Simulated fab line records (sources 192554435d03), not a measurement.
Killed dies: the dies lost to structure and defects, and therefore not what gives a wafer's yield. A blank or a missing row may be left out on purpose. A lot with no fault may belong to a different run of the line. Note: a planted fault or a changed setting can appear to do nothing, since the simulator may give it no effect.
Chamber matching | flow n5Finfet | 3 sister chambers for N5_BEOL_M1_CO_CAP_55 on cvdCo-01
The step material Co, precursor CCTBA/H2, target thk 2 nm, time 102.1 s. 36 wafers are shown with their chamber, then 12 later ones without.

## WAFERS WITH THEIR CHAMBER
wafer  | chamber | heaterPowerW (W)
L074.1 | 0       | 221
L074.2 | 1       | 255
L074.5 | 0       | 225
L075.1 | 1       | 257
L075.2 | 0       | 227
L075.3 | 2       | 210
L076.1 | 1       | 261
L076.2 | 2       | 216
L076.4 | 0       | 220
L077.2 | 1       | 257
L077.3 | 2       | 216
L077.5 | 1       | 249
L079.1 | 2       | 217
L079.4 | 2       | 217
L079.6 | 1       | 249
L080.4 | 0       | 223
L080.5 | 2       | 218
L080.6 | 1       | 254
L082.1 | 1       | 262
L082.2 | 0       | 214
L082.6 | 0       | 231
L083.2 | 2       | 214
L083.4 | 2       | 210
L083.6 | 1       | 263
L084.1 | 0       | 225
L084.2 | 1       | 259
L084.6 | 2       | 221
L085.1 | 1       | 253
L085.5 | 0       | 228
L085.6 | 2       | 219
L086.1 | 2       | 210
L086.2 | 0       | 224
L086.4 | 0       | 225
L087.1 | 1       | 256
L087.5 | 2       | 222
L087.6 | 1       | 257

SIGNATURES (averages over the wafers above)
reading      | chamber 0 | chamber 1 | chamber 2 | scatter within a chamber
heaterPowerW | 223.91    | 256.31    | 215.83    | 4.35
Rule: for each reading, subtract the chamber's mean from the wafer's reading, divide by that reading's scatter and square the result; add these up over the readings and take the root, which gives the wafer's distance from the chamber. If the next closest chamber is less than 2 further off than the closest, the wafer can't be placed; otherwise it belongs to the closest. How the scatter is found: for the shown wafers, subtract from each reading the mean of its chamber, square and add these, divide the total by (wafers less chambers), then take the root.

## WAFERS WHOSE CHAMBER IS MISSING
wafer  | heaterPowerW (W)
L089.1 | 227
L089.3 | 218
L089.4 | 224
L091.1 | 260
L091.4 | 262
L091.5 | 213
L092.2 | 223
L092.4 | 219
L092.6 | 258
L095.3 | 216
L095.5 | 218
L095.6 | 226

## THE CHAMBER EACH PASSED THROUGH
wafer  | from the rows above     | in truth
L089.1 | can't be placed: 0 or 2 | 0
L089.3 | can't be placed: 2 or 0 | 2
L089.4 | can't be placed: 0 or 2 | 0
L091.1 | 1                       | 1
L091.4 | 1                       | 1
L091.5 | can't be placed: 2 or 0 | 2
L092.2 | can't be placed: 0 or 2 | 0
L092.4 | can't be placed: 2 or 0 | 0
L092.6 | 1                       | 1
L095.3 | can't be placed: 2 or 0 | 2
L095.5 | can't be placed: 2 or 0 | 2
L095.6 | can't be placed: 0 or 2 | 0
3 of 12 placed correctly. Unplaceable from these rows: 9, with the true chamber sitting among the candidates in 9. Number placed wrongly: 0.
